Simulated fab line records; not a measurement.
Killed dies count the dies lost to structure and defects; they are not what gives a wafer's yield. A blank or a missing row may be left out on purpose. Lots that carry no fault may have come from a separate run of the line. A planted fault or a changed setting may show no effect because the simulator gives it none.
Split-lot trial || flow n5 finfet || 21 wafers read across 7 lots, on a route 1938 steps long

== ON THE SPLIT ==
At N5_BEOL_M3_ETCH_64 (etches SOC in N2/H2, target depth 75 nm, overetch 15 nm, time 112.5 s), the setting bias w was moved away from the recipe's 150 W on 10 of the 21 wafers read, by -10.3% to +9.3%. All remaining wafers had this setting at the recipe value.

The split's own step is where the reading is taken.

== THE READING ==
rf vpp V, in V, at N5_BEOL_M3_ETCH_64 (etches SOC in N2/H2, target depth 75 nm, overetch 15 nm, time 112.5 s). On this fab line, fault-free wafers typically give 524 V with a standard deviation of 3.5 V.

{"wafer": "L074.2", "tool, chamber at the split": "rie diel-03, 3", "bias w as run, W": 150, "against the recipe": "recipe", "rf vpp V, V": 529, "against lot-mates on the recipe": "-"}
{"wafer": "L074.3", "tool, chamber at the split": "rie diel-03, 0", "bias w as run, W": 150, "against the recipe": "recipe", "rf vpp V, V": 524, "against lot-mates on the recipe": "-"}
{"wafer": "L074.5", "tool, chamber at the split": "rie diel-03, 1", "bias w as run, W": 134.5, "against the recipe": "-10.3%", "rf vpp V, V": 490, "against lot-mates on the recipe": -36}
{"wafer": "L076.1", "tool, chamber at the split": "rie diel-03, 2", "bias w as run, W": 157.1, "against the recipe": "+4.7%", "rf vpp V, V": 542, "against lot-mates on the recipe": "+18"}
{"wafer": "L076.4", "tool, chamber at the split": "rie diel-03, 1", "bias w as run, W": 157.1, "against the recipe": "+4.7%", "rf vpp V, V": 539, "against lot-mates on the recipe": "+15"}
{"wafer": "L076.6", "tool, chamber at the split": "rie diel-03, 1", "bias w as run, W": 150, "against the recipe": "recipe", "rf vpp V, V": 524, "against lot-mates on the recipe": "-"}
{"wafer": "L077.1", "tool, chamber at the split": "rie diel-02, 2", "bias w as run, W": 162.1, "against the recipe": "+8.1%", "rf vpp V, V": 543, "against lot-mates on the recipe": "+23"}
{"wafer": "L077.3", "tool, chamber at the split": "rie diel-02, 1", "bias w as run, W": 150, "against the recipe": "recipe", "rf vpp V, V": 520, "against lot-mates on the recipe": "-"}
{"wafer": "L077.5", "tool, chamber at the split": "rie diel-02, 1", "bias w as run, W": 162.1, "against the recipe": "+8.1%", "rf vpp V, V": 547, "against lot-mates on the recipe": "+27"}
{"wafer": "L082.2", "tool, chamber at the split": "rie diel-02, 3", "bias w as run, W": 150, "against the recipe": "recipe", "rf vpp V, V": 527, "against lot-mates on the recipe": "-"}
{"wafer": "L082.3", "tool, chamber at the split": "rie diel-02, 1", "bias w as run, W": 158.7, "against the recipe": "+5.8%", "rf vpp V, V": 539, "against lot-mates on the recipe": "+12"}
{"wafer": "L082.6", "tool, chamber at the split": "rie diel-02, 2", "bias w as run, W": 158.7, "against the recipe": "+5.8%", "rf vpp V, V": 537, "against lot-mates on the recipe": "+10"}
{"wafer": "L086.1", "tool, chamber at the split": "rie diel-03, 3", "bias w as run, W": 150, "against the recipe": "recipe", "rf vpp V, V": 528, "against lot-mates on the recipe": "-"}
{"wafer": "L086.2", "tool, chamber at the split": "rie diel-03, 0", "bias w as run, W": 150, "against the recipe": "recipe", "rf vpp V, V": 522, "against lot-mates on the recipe": "-"}
{"wafer": "L086.5", "tool, chamber at the split": "rie diel-03, 2", "bias w as run, W": 164, "against the recipe": "+9.3%", "rf vpp V, V": 558, "against lot-mates on the recipe": "+33"}
{"wafer": "L091.1", "tool, chamber at the split": "rie diel-03, 1", "bias w as run, W": 150, "against the recipe": "recipe", "rf vpp V, V": 523, "against lot-mates on the recipe": "-"}
{"wafer": "L091.2", "tool, chamber at the split": "rie diel-03, 2", "bias w as run, W": 150, "against the recipe": "recipe", "rf vpp V, V": 525, "against lot-mates on the recipe": "-"}
{"wafer": "L091.6", "tool, chamber at the split": "rie diel-03, 2", "bias w as run, W": 150, "against the recipe": "recipe", "rf vpp V, V": 527, "against lot-mates on the recipe": "-"}
{"wafer": "L097.1", "tool, chamber at the split": "rie diel-01, 1", "bias w as run, W": 135.6, "against the recipe": "-9.6%", "rf vpp V, V": 496, "against lot-mates on the recipe": -30}
{"wafer": "L097.4", "tool, chamber at the split": "rie diel-01, 0", "bias w as run, W": 135.6, "against the recipe": "-9.6%", "rf vpp V, V": 494, "against lot-mates on the recipe": -32}
{"wafer": "L097.5", "tool, chamber at the split": "rie diel-01, 0", "bias w as run, W": 150, "against the recipe": "recipe", "rf vpp V, V": 526, "against lot-mates on the recipe": "-"}

THE FIT
A straight line over all 21 wafers: rf vpp V changes by +3.03 V for each +1% of bias w; r = +0.98; the points scatter about the line by 3.2 V.
The same after taking each lot's own level away (the mean of its wafers on the recipe; 21 wafers): +3.19 V for each +1%; r = +0.99; scatter 3.1 V.
The reading moves by 33 V for the largest change in bias w, on that fit.
Across the lots, their own levels run from 520.0 to 527.0 V, a range of 2.0 times the standard deviation given above.
So the lot-to-lot level changes the slope little: the two slopes agree.
Check: -32.7 V against its lot-mates is what the line predicts for one of the wafers moved furthest among these (-10.3%) when that wafer is left out of the fit. Against them it came out at -36.5 V.
Tool readings at the split's step, against how far the setting was moved: rf vpp V r = +0.98.

== ADDITIONAL SPLITS CARRIED BY THESE WAFERS ==
Note: prior to the reading, these wafers also went through further splits. Each is held against what the fit with the lots' levels taken away leaves over:
{"other split on the same wafers": "N5_BEOL_M2_COAT_61 spin rpm", "wafers away from the commonest value": 8, "r with rf vpp V (lot level and that fit taken away)": "+0.09"}
{"other split on the same wafers": "N5_BEOL_M2_DESCUM_33 time s", "wafers away from the commonest value": 10, "r with rf vpp V (lot level and that fit taken away)": "+0.16"}
{"other split on the same wafers": "N5_BEOL_M2_TRENCH_ETCH_37 time s", "wafers away from the commonest value": 10, "r with rf vpp V (lot level and that fit taken away)": "+0.19"}

== THE WHOLE CHAIN: every reading that the file lists as answering this split, in the file's order ==
{"step": "N5_BEOL_M3_ETCH_64", "what it does": "etches SOC in N2/H2, target depth 75 nm, overetch 15 nm, time 112.5 s", "reading": "rf vpp V", "change (the file's fit)": "+3.27 V for each +1% of the setting", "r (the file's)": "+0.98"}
{"step": "N5_BEOL_M3_ETCH_64", "what it does": "etches SOC in N2/H2, target depth 75 nm, overetch 15 nm, time 112.5 s", "reading": "SiARC_of_BEOL_M3_COAT_62.thk nm (the simulator's own value, which no gauge read)", "change (the file's fit)": "-0.0715 nm for each +1% of the setting", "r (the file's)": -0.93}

== THE FILE'S OWN FIT ==
rf vpp V changes by +3.27 V for each +1% of bias w, r = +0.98.
